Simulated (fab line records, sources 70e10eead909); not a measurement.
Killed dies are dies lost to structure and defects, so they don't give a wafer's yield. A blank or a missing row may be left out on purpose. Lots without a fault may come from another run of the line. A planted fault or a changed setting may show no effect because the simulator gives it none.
Chamber matching | flow nand_harc | NHARC_A_CHANNEL_FILL_D2_ETCHBACK_19 on rie_si-04: 4 sister chambers
The step etches the open film in HBr/Cl2, target depth 5 nm, time 1.7 s. 14 wafers are shown with their chamber, then 7 later ones without.

WAFERS WITH THEIR CHAMBER
wafer  | chamber | drypump_motor_current_A (A) | oes_product_au (a.u.) | throttle_valve_pct (%)
L817.1 | 0       | 4.9                         | 1.002                 | 26.387
L817.2 | 2       | 5.7                         | 1.001                 | 26.411
L817.4 | 3       | 5.2                         | 1.013                 | 26.403
L818.1 | 1       | 6.4                         | 1.009                 | 26.410
L818.2 | 2       | 5.6                         | 1.006                 | 26.412
L818.5 | 3       | 5.2                         | 1.011                 | 26.402
L829.1 | 3       | 5.2                         | 1.030                 | 26.415
L829.3 | 0       | 4.9                         | 1.009                 | 26.414
L829.4 | 2       | 5.7                         | 1.001                 | 26.396
L831.2 | 0       | 4.9                         | 0.995                 | 26.402
L831.4 | 1       | 6.4                         | 1.001                 | 26.398
L831.5 | 0       | 4.9                         | 1.000                 | 26.378
L833.1 | 0       | 4.9                         | 1.000                 | 26.398
L833.3 | 2       | 5.7                         | 0.996                 | 26.403

SIGNATURES (means of the wafers above)
reading                 | chamber 0 | chamber 1 | chamber 2 | chamber 3 | scatter within a chamber
drypump_motor_current_A | 4.900     | 6.400     | 5.675     | 5.200     | 0.0274
oes_product_au          | 1.00120   | 1.00500   | 1.00100   | 1.01800   | 0.00635
throttle_valve_pct      | 26.39580  | 26.40400  | 26.40550  | 26.40667  | 0.0106
Rule: a wafer's distance from a chamber is the root of the sum, over the readings, of the square of ((its reading less the chamber's mean) divided by the reading's scatter). The wafer belongs to the nearest chamber; if the next one is less than 2 further off, it can't be placed. The scatter: the root of (the sum of the squares of (reading less its chamber's mean) over the shown wafers, divided by (wafers less chambers)).

WAFERS WITHOUT THEIR CHAMBER
wafer  | drypump_motor_current_A (A) | oes_product_au (a.u.) | throttle_valve_pct (%)
L833.4 | 5.2                         | 1.019                 | 26.411
L836.2 | 5.7                         | 1.005                 | 26.415
L836.3 | 6.4                         | 1.005                 | 26.402
L836.6 | 4.9                         | 1.003                 | 26.390
L838.2 | 6.4                         | 1.010                 | 26.417
L838.4 | 4.9                         | 0.985                 | 26.417
L838.5 | 4.9                         | 0.983                 | 26.411

WHICH CHAMBER EACH WENT THROUGH
wafer  | from the rows above | in truth
L833.4 | 3                   | 3
L836.2 | 2                   | 2
L836.3 | 1                   | 1
L836.6 | 0                   | 0
L838.2 | 1                   | 1
L838.4 | 0                   | 0
L838.5 | 0                   | 0
Placed correctly: 7 of 7. Can't be placed from these rows: 0. Placed wrongly: 0.
